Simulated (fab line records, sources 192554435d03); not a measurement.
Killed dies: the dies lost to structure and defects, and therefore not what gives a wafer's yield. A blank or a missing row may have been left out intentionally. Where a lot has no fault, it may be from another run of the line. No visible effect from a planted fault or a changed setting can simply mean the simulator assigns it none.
Chamber matching ; flow n5_finfet ; uv_cure-02 running N5_BEOL_M7_CURE_74: 3 sister chambers
The step cures SiCOH lowk, time 240 s. 18 wafers are shown with their chamber, then 9 later ones without.

WAFERS PAIRED WITH THEIR CHAMBERS
wafer;chamber;wafer_temp_C_max;lamp_power_pct (%)
L074.2;1;387.2;52.24
L074.3;1;387.4;52.29
L074.6;1;387.1;52.36
L076.2;0;386.3;52.32
L076.5;0;385.9;52.21
L076.6;0;385.8;52.29
L081.2;2;386.8;52.36
L081.4;2;387.0;52.26
L081.5;2;386.9;52.27
L083.3;1;386.9;52.30
L083.5;1;386.8;52.30
L083.6;1;387.7;52.30
L087.1;0;386.3;52.28
L087.2;0;386.1;52.27
L087.3;0;386.3;52.35
L089.1;0;385.9;52.32
L089.2;0;386.4;52.29
L089.3;0;386.3;52.28

SIGNATURES (averages over the wafers above)
reading;chamber 0;chamber 1;chamber 2;scatter within a chamber
wafer_temp_C_max;386.144;387.183;386.900;0.254
lamp_power_pct;52.2900;52.2983;52.2967;0.0414
Rule: for a wafer and a chamber, the distance is found by dividing, reading by reading, the gap between the wafer's reading and the chamber's mean by the reading's scatter, squaring, summing and taking the root. If the next closest chamber is less than 2 further off than the closest, the wafer can't be placed; otherwise it belongs to the closest. How the scatter is found: for the shown wafers, subtract from each reading the mean of its chamber, square and add these, divide the total by (wafers less chambers), then take the root.

WAFERS WHOSE CHAMBER IS MISSING
wafer;wafer_temp_C_max;lamp_power_pct (%)
L088.1;386.3;52.37
L088.4;386.7;52.32
L088.6;386.7;52.36
L094.2;387.3;52.31
L094.3;386.9;52.31
L094.6;386.6;52.31
L097.1;386.5;52.27
L097.2;386.2;52.24
L097.3;385.9;52.34

WHICH CHAMBER EACH ONE RAN IN
wafer;from the rows above;in truth
L088.1;can't be placed: 0 or 2 or 1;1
L088.4;can't be placed: 2 or 1 or 0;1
L088.6;can't be placed: 2 or 1 or 0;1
L094.2;can't be placed: 1 or 2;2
L094.3;can't be placed: 2 or 1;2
L094.6;can't be placed: 2 or 0 or 1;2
L097.1;can't be placed: 0 or 2 or 1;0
L097.2;can't be placed: 0 or 2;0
L097.3;0;0
1 of 9 placed correctly. Cannot be placed on the basis of these rows: 8; the candidates contain the true chamber in 8. Number placed wrongly: 0.
